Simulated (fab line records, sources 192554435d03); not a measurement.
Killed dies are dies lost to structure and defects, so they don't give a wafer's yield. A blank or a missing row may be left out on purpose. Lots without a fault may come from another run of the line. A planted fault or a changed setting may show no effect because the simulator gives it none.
Tool commonality check | flow n5_finfet | 8 lots, 24 wafers sampled

WHY IT WAS OPENED
At N5_BEOL_M14_OCD_MEAS_35 the reading trench_depth_nm is flagged on 3 of 8 lots. Wafers without a fault read 557 nm, standard deviation 18.
Rule: a lot is flagged when every wafer of it that has a number lies more than 4 standard deviations from that mean, or none has a number. The other lots count as sound.

lot  | measured     | on     | trench_depth_nm (nm), wafer by wafer | flag
L985 | day 11 10:47 | ocd-01 | 543 590 587                          |
L100 | day 16 10:14 | ocd-02 | 533 532 530                          |
L996 | day 16 10:53 | ocd-01 | 591 556 592                          |
L991 | day 16 15:54 | ocd-01 | 0 1 0                                | FLAGGED
L995 | day 17 06:43 | ocd-01 | 0 0 1                                | FLAGGED
L993 | day 18 00:03 | ocd-02 | 0 0 0                                | FLAGGED
L102 | day 18 00:38 | ocd-01 | 571 550 545                          |
L103 | day 18 12:13 | ocd-02 | 563 539 529                          |
The numbers of the flagged lots are 0 nm on average: -557 nm against the usual, or -31 standard deviations.

WHICH TOOL RAN EACH LOT
The record holds 2 process steps before the reading, out of a route of 1938 steps. In each cell: the tool, then ch and the chambers that the sampled wafers went through, then the start.
lot  | flag    | N5_BEOL_M14_DESCUM_15              | N5_BEOL_M14_TRENCH_ETCH_34
L985 |         | rie_diel-03 ch 1,2,3, day 11 09:17 | rie_diel-02 ch 0,2, day 11 10:37
L100 |         | rie_diel-02 ch 2,3, day 16 08:39   | rie_diel-03 ch 1,2, day 16 10:05
L996 |         | rie_diel-02 ch 1,2,3, day 16 09:00 | rie_diel-02 ch 1,2, day 16 10:44
L991 | FLAGGED | rie_diel-02 ch 1,2,3, day 16 14:05 | rie_diel-03 ch 1,2,3, day 16 15:44
L995 | FLAGGED | rie_diel-02 ch 1,2,3, day 17 04:47 | rie_diel-02 ch 0,1, day 17 06:33
L993 | FLAGGED | rie_diel-03 ch 0,1,3, day 17 22:34 | rie_diel-03 ch 0,1,3, day 17 23:53
L102 |         | rie_diel-04 ch 2,3, day 17 23:01   | rie_diel-03 ch 0,1,3, day 18 00:28
L103 |         | rie_diel-04 ch 0,3, day 18 10:26   | rie_diel-03 ch 0,1,3, day 18 12:04
What these steps do:
- N5_BEOL_M14_DESCUM_15: chemistry O2, time 7.9 s.
- N5_BEOL_M14_TRENCH_ETCH_34: etches SiO2 in C4F8/O2/Ar, target depth 556.65 nm, time 126.9 s.
- N5_BEOL_M14_OCD_MEAS_35

FLAGGED OVER TOTAL, TOOL BY TOOL (the gauges that took the reading come last)
step                       | tool        | lots run | flagged | share of the flagged lots | sound lots run after its first flagged lot
N5_BEOL_M14_DESCUM_15      | rie_diel-02 | 4        | 2       | some                      | 0
N5_BEOL_M14_DESCUM_15      | rie_diel-03 | 2        | 1       | some                      | 0
N5_BEOL_M14_DESCUM_15      | rie_diel-04 | 2        | 0       | none                      | -
N5_BEOL_M14_TRENCH_ETCH_34 | rie_diel-02 | 3        | 1       | some                      | 0
N5_BEOL_M14_TRENCH_ETCH_34 | rie_diel-03 | 5        | 2       | some                      | 2 (L102,L103)
N5_BEOL_M14_OCD_MEAS_35    | ocd-01      | 5        | 2       | some                      | 1 (L102)
N5_BEOL_M14_OCD_MEAS_35    | ocd-02      | 3        | 1       | some                      | 1 (L103)

WHAT THE TABLE ALLOWS
No row of the table ran every flagged lot.

WHAT THE SIMULATOR HAD PUT IN
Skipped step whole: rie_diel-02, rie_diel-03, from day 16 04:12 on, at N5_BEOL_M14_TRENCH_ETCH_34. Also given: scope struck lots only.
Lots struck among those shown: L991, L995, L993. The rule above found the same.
